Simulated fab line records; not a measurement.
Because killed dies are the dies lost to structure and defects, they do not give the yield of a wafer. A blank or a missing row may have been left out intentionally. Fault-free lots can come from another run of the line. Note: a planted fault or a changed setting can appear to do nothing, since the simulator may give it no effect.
3 desks, one fault | flow nand harc | what lay behind the numbers comes last; until then each desk has only its own

## THE METROLOGY DESK
Means of the sampled wafers that have a number, per lot and without regard to the tool the lot ran on: this is what the gauges read. Marked OUT: a lot whose mean sits more than 4 standard deviations from the usual mean, which makes it out of limits; the brackets give that distance.
Columns: A = cd nm at NHARC_A_SLIT_CD_MEAS_09, usual 300.0 nm
lot  | first seen here | A
L324 | day 20 14:26    | 300.3
L327 | day 21 07:11    | 299.7
L326 | day 21 20:06    | 299.7
L328 | day 22 10:44    | 299.1
L330 | day 23 02:13    | 299.7
L333 | day 24 07:47    | 300.1
L336 | day 25 09:13    | 300.7
L341 | day 28 00:20    | 300.6
L342 | day 28 00:45    | 299.3
L343 | day 28 08:31    | 300.5
L345 | day 28 19:08    | 300.2
L344 | day 28 20:23    | 300.0
This desk's finding: nothing out of limits on any of the 12 lots.

## THE TOOL OWNER'S DESK: har etch-01
The tool's own readings at NHARC_A_SLIT_ETCH_26 (etches the open film in C4F8/O2/Ar, time 90 s, target depth 400 nm): means of the sampled wafers that have a number, for each lot that ran on this tool. Marked OUT: a lot whose mean sits more than 4 standard deviations from the usual mean, which makes it out of limits; the brackets give that distance.
Columns: A = drypump motor current A at NHARC_A_SLIT_ETCH_26, usual 5.78 A; B = showerhead plenum p Torr at NHARC_A_SLIT_ETCH_26, usual 3.77 Torr; C = throttle valve pct at NHARC_A_SLIT_ETCH_26, usual 27.620 %
lot  | first seen here | A    | B    | C
L324 | day 20 19:31    | 5.65 | 3.63 | 27.614
L326 | day 22 01:24    | 5.64 | 3.62 | 27.620
L333 | day 24 14:16    | 5.64 | 3.60 | 27.617
L336 | day 25 14:22    | 5.64 | 3.59 | 27.616
L341 | day 28 08:05    | 5.67 | 3.52 | 27.613
L345 | day 29 00:17    | 5.67 | 3.52 | 27.619
This desk's finding: nothing out of limits on any of the 6 lots.

## THE DEFECT DESK
Counts from the inspections along the route, per lot, as means over the sampled wafers that have a number. Marked OUT: a lot whose mean sits more than 4 standard deviations from the usual mean, which makes it out of limits; the brackets give that distance.
Columns: A = raw defect count at NHARC_A_SIN_REMOVE_INSPECT_04, usual 363
lot  | first seen here | A
L324 | day 21 03:27    | 415
L327 | day 21 20:14    | 316
L326 | day 22 09:35    | 344
L328 | day 22 23:55    | 338
L330 | day 23 15:25    | 375
L333 | day 24 22:46    | 848 (+4.4) OUT
L336 | day 25 22:18    | 722
L341 | day 28 16:08    | 390
L342 | day 28 18:47    | 497
L343 | day 28 22:35    | 271
L344 | day 29 08:25    | 298
L345 | day 29 08:25    | 773
This desk's finding: out of limits on L333; first on L333, day 24 22:46 (raw defect count at NHARC_A_SIN_REMOVE_INSPECT_04). Within limits: L324, L327, L326, L328, L330, L336, L341, L342, L343, L344, L345.

## TAKEN TOGETHER
The defect desk could have raised an alarm at day 24 22:46, on L333.
Nothing out of limits was seen by the metrology desk.
The tool owner's desk saw nothing out of limits.
The metrology desk holds a record of L333, inside its limits.
The tool owner's desk has L333 on record, within its limits.
Every lot named ran NHARC_A_SLIT_ETCH_26 on har etch-01.

## WHAT HAD BEEN PUT IN BY THE SIMULATOR
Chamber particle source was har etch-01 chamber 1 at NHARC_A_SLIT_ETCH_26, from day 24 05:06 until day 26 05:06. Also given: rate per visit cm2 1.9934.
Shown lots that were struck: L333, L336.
Hours from the fault's start to each desk's first reading out of limits: the defect desk, 18.
